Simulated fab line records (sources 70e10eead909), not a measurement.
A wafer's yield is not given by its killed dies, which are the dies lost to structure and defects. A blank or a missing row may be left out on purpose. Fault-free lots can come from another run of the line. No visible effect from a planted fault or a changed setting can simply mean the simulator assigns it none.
Chamber matching ; flow nandHarc ; 4 sister chambers for NHARC_A_STAIRCASE_ALD_420 on aldHk-01
The step deposits SiO2, target thk 20 nm, pulse time 6 s, ald cycles 200. 18 wafers are shown with their chamber, then 9 later ones without.

## WAFERS PAIRED WITH THEIR CHAMBERS
wafer;chamber;heaterPowerW (W);precursorPulseHeightRel
L074.1;0;463;1.013
L074.2;2;472;0.987
L074.3;3;459;1.005
L075.2;1;438;1.000
L075.4;2;482;1.003
L075.6;1;446;0.985
L075.1;3;470;0.974
L075.3;0;474;1.028
L075.5;2;476;0.998
L080.3;0;477;1.000
L080.4;2;477;1.002
L080.5;0;476;0.978
L084.1;0;464;0.996
L084.3;2;484;1.036
L084.6;1;435;0.995
L084.2;3;446;1.001
L084.4;1;421;1.003
L084.5;0;461;0.990

SIGNATURES, as means of the wafers listed above
reading;chamber 0;chamber 1;chamber 2;chamber 3;scatter within a chamber
heaterPowerW;469.17;435.00;478.20;458.33;8.33
precursorPulseHeightRel;1.00083;0.99575;1.00520;0.99333;0.0161
Rule: a wafer's distance from a chamber is the root of the sum, over the readings, of the square of ((its reading less the chamber's mean) divided by the reading's scatter). If the next closest chamber is less than 2 further off than the closest, the wafer can't be placed; otherwise it belongs to the closest. How the scatter is found: for the shown wafers, subtract from each reading the mean of its chamber, square and add these, divide the total by (wafers less chambers), then take the root.

## WAFERS MISSING THEIR CHAMBER
wafer;heaterPowerW (W);precursorPulseHeightRel
L085.3;474;1.028
L085.4;490;1.021
L085.6;435;1.008
L090.1;444;0.992
L090.3;484;0.994
L090.4;420;0.995
L097.2;479;0.987
L097.3;469;0.984
L097.4;428;1.020

## EACH ONE'S CHAMBER
wafer;from the rows above;in truth
L085.3;can't be placed: 2 or 0 or 3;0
L085.4;can't be placed: 2 or 0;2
L085.6;1;1
L090.1;can't be placed: 1 or 3 or 0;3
L090.3;can't be placed: 2 or 0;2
L090.4;1;1
L097.2;can't be placed: 2 or 0 or 3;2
L097.3;can't be placed: 0 or 3 or 2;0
L097.4;1;1
3 of 9 placed correctly. Can't be placed from these rows: 6 (the true chamber is among the candidates in 6). Number placed wrongly: 0.
